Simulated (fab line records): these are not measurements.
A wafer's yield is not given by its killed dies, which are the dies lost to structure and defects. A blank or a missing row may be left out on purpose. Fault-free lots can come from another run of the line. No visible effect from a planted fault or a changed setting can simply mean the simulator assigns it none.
The tool behind it: which one?	flow nand harc	72 wafers from 24 lots sampled at 3 of the route's 1302 steps

== WHAT THE GAUGES SHOWED, per wafer ==
NHARC_A_CHANNEL_FILL_D2_INSPECT_13.
lot	measured	on	raw defect count
L074	day 15 15:20	defect inspect-02	588 601 602
L075	day 16 05:48	defect inspect-02	479 410 393
L076	day 16 05:58	defect inspect-02	265 650 337
L077	day 16 05:59	defect inspect-01	502 312 411
L078	day 17 14:22	defect inspect-02	449 316 424
L079	day 17 14:32	defect inspect-02	316 419 454
L080	day 18 08:49	defect inspect-01	435 279 324
L081	day 18 22:30	defect inspect-01	354 397 535
L083	day 19 04:03	defect inspect-02	311 313 487
L082	day 19 08:28	defect inspect-01	307 349 353
L084	day 19 18:07	defect inspect-01	235 399 327
L086	day 20 01:31	defect inspect-02	333 424 284
L085	day 20 10:26	defect inspect-01	276 210 242
L089	day 21 11:32	defect inspect-01	303 294 313
L088	day 21 11:42	defect inspect-02	229 238 334
L087	day 21 17:08	defect inspect-02	220 353 360
L091	day 22 12:37	defect inspect-01	213 347 254
L090	day 22 12:36	defect inspect-02	376 421 335
L092	day 23 03:10	defect inspect-01	330 412 287
L093	day 23 03:10	defect inspect-02	301 245 262
L094	day 24 12:17	defect inspect-02	490 508 448
L095	day 24 12:26	defect inspect-01	327 386 199
L097	day 25 08:43	defect inspect-02	618 675 420
L096	day 25 13:34	defect inspect-02	251 266 197

== TOOL THAT RAN EACH LOT (tool first, then ch and the chambers of the sampled wafers, then the start) ==
lot	NHARC_A_CHANNEL_FILL_D2_ALD_25	NHARC_A_CHANNEL_FILL_D2_STRIP_29
L074	ald hk-03 ch 1,2, day 15 03:15	rie diel-06 ch 1,2,3, day 15 15:20 or earlier
L075	ald hk-01 ch 1,2, day 15 17:56	rie diel-05 ch 0,1, day 16 05:48 or earlier
L076	ald hk-03 ch 0,1,2, day 15 17:56	rie diel-06 ch 0,1,3, day 16 05:58 or earlier
L077	ald hk-04 ch 1,3, day 15 18:34	rie diel-12 ch 1,3, day 15 23:44
L078	ald hk-03 ch 2,3, day 17 02:29	rie diel-05 ch 0,1,2, day 17 14:22 or earlier
L079	ald hk-01 ch 2,3, day 17 02:29	rie diel-06 ch 0,1, day 17 14:32 or earlier
L080	ald hk-03 ch 0,2,3, day 17 22:08	rie diel-06 ch 0,2,3, day 18 08:49 or earlier
L081	ald hk-01 ch 0,2,3, day 18 10:36	rie diel-06 ch 0,2,3, day 18 22:30 or earlier
L083	ald hk-01 ch 0,1,2, day 18 17:05	rie diel-06 ch 2,3, day 19 04:03 or earlier
L082	ald hk-04 ch 0,1,3, day 18 21:08	rie diel-06 ch 0,3, day 19 08:28 or earlier
L084	ald hk-01 ch 0,1,3, day 19 07:19	rie diel-06 ch 1,3, day 19 18:07 or earlier
L086	ald hk-01 ch 0,3, day 19 14:07	rie diel-06 ch 1,2,3, day 20 01:31 or earlier
L085	ald hk-01 ch 0,1, day 19 22:25	rie diel-05 ch 0,1, day 20 10:26 or earlier
L089	ald hk-01 ch 2,3, day 20 23:35	rie diel-05 ch 0,1,3, day 21 11:32 or earlier
L088	ald hk-04 ch 0,1, day 21 00:13	rie diel-12 ch 0,1,3, day 21 11:42 or earlier
L087	ald hk-03 ch 1,2,3, day 21 05:14	rie diel-12 ch 0,1,3, day 21 17:08 or earlier
L091	ald hk-01 ch 0,2,3, day 22 00:43	rie diel-06 ch 0,1,2, day 22 12:37 or earlier
L090	ald hk-04 ch 0,1,3, day 22 01:20	rie diel-05 ch 0,1,2, day 22 12:36 or earlier
L092	ald hk-03 ch 0,2, day 22 15:17	rie diel-12 ch 0,3, day 22 21:04
L093	ald hk-04 ch 0,2, day 22 15:18	rie diel-05 ch 0,2, day 22 20:58
L094	ald hk-01 ch 0,1,2, day 24 00:25	rie diel-12 ch 0,1,2, day 24 12:17 or earlier
L095	ald hk-04 ch 0,3, day 24 00:25	rie diel-06 ch 0,1, day 24 12:26 or earlier
L097	ald hk-01 ch 1,3, day 24 16:27	rie diel-05 ch 1,2,3, day 25 08:43 or earlier
L096	ald hk-04 ch 0,1,2, day 24 21:49	rie diel-06 ch 0,1,3, day 25 13:34 or earlier
- NHARC_A_CHANNEL_FILL_D2_ALD_25: deposits SiOx, target thk 60 nm, pulse time 10 s, ald cycles 600.
- NHARC_A_CHANNEL_FILL_D2_STRIP_29: strips in O2, time 20 s.

== AS READ BY THE TOOLS THEMSELVES (means over the sampled wafers that have a number; for cases with no such wafer, the mark the record gives instead) ==
NHARC_A_CHANNEL_FILL_D2_ALD_25.
lot	tool	heater power w (W)	precursor pulse height rel
L074	ald hk-03	546	1.020
L075	ald hk-01	465	1.008
L076	ald hk-03	501	0.995
L077	ald hk-04	470	1.012
L078	ald hk-03	573	1.004
L079	ald hk-01	501	1.004
L080	ald hk-03	513	0.995
L081	ald hk-01	505	1.005
L083	ald hk-01	497	1.002
L082	ald hk-04	468	0.998
L084	ald hk-01	486	0.985
L086	ald hk-01	507	1.028
L085	ald hk-01	475	1.019
L089	ald hk-01	500	1.013
L088	ald hk-04	471	0.985
L087	ald hk-03	548	1.008
L091	ald hk-01	515	0.999
L090	ald hk-04	476	0.990
L092	ald hk-03	471	1.011
L093	ald hk-04	450	0.990
L094	ald hk-01	503	1.004
L095	ald hk-04	467	1.021
L097	ald hk-01	454	1.016
L096	ald hk-04	465	0.992

NHARC_A_CHANNEL_FILL_D2_STRIP_29.
lot	tool	drypump motor current A (A)	oes product au (a.u.)	rf vpp V (V)	showerhead plenum p Torr (Torr)	throttle valve pct (%)
L074	rie diel-06	5.9	1.005	58.5	3.65	17.035
L075	rie diel-05	5.4	0.986	57.3	3.54	17.034
L076	rie diel-06	5.8	0.990	57.2	3.51	17.035
L077	rie diel-12	6.4	0.991	58.3	3.44	17.042
L078	rie diel-05	5.6	0.993	58.1	3.59	17.038
L079	rie diel-06	5.5	0.993	56.5	3.42	17.037
L080	rie diel-06	6.0	0.996	57.7	3.57	17.034
L081	rie diel-06	6.1	0.997	58.0	3.57	17.034
L083	rie diel-06	6.3	1.007	57.9	3.72	17.040
L082	rie diel-06	6.1	1.008	57.7	3.51	17.048
L084	rie diel-06	5.6	1.002	57.9	3.59	17.045
L086	rie diel-06	6.0	0.994	58.7	3.65	17.039
L085	rie diel-05	5.9	0.990	58.4	3.50	17.036
L089	rie diel-05	5.6	0.987	57.9	3.47	17.029
L088	rie diel-12	6.1	1.002	57.7	3.39	17.038
L087	rie diel-12	6.1	0.998	56.6	3.39	17.034
L091	rie diel-06	5.7	0.992	58.1	3.57	17.025
L090	rie diel-05	5.6	0.999	57.4	3.59	17.033
L092	rie diel-12	6.1	1.012	58.5	3.41	17.037
L093	rie diel-05	5.8	1.006	58.8	3.64	17.043
L094	rie diel-12	5.7	1.004	57.8	3.40	17.032
L095	rie diel-06	5.5	0.995	57.7	3.42	17.046
L097	rie diel-05	5.3	1.008	57.3	3.56	17.049
L096	rie diel-06	5.7	1.004	58.0	3.51	17.045

== THE ANSWER, worked out from the rows above alone ==
Rule: usual is defined by the lots themselves. The widest of any qualifying gaps counts: lots, ordered by their means at a reading, are off when they make up no more than a third of the lots, leave a main group of 4 or more, and stand apart from it by 3 or more times the standard deviation of that group's means. A main group is skipped when, at the precision printed for the reading in the tables above, its means are all equal. A lot without any number at a reading at which 4 lots or more have one is off too. Any other lot the step has rows for is counted as sound. The gauges are gone through in route order, then the tools' own readings, and for those a lot's mean is taken as printed above. At the first step where some lot is off, the reading lying furthest off is the one used; lots without a number count as furthest.
None of the lots is off at any reading shown; this tells nothing.

== WHAT THE SIMULATOR HAD INSERTED ==
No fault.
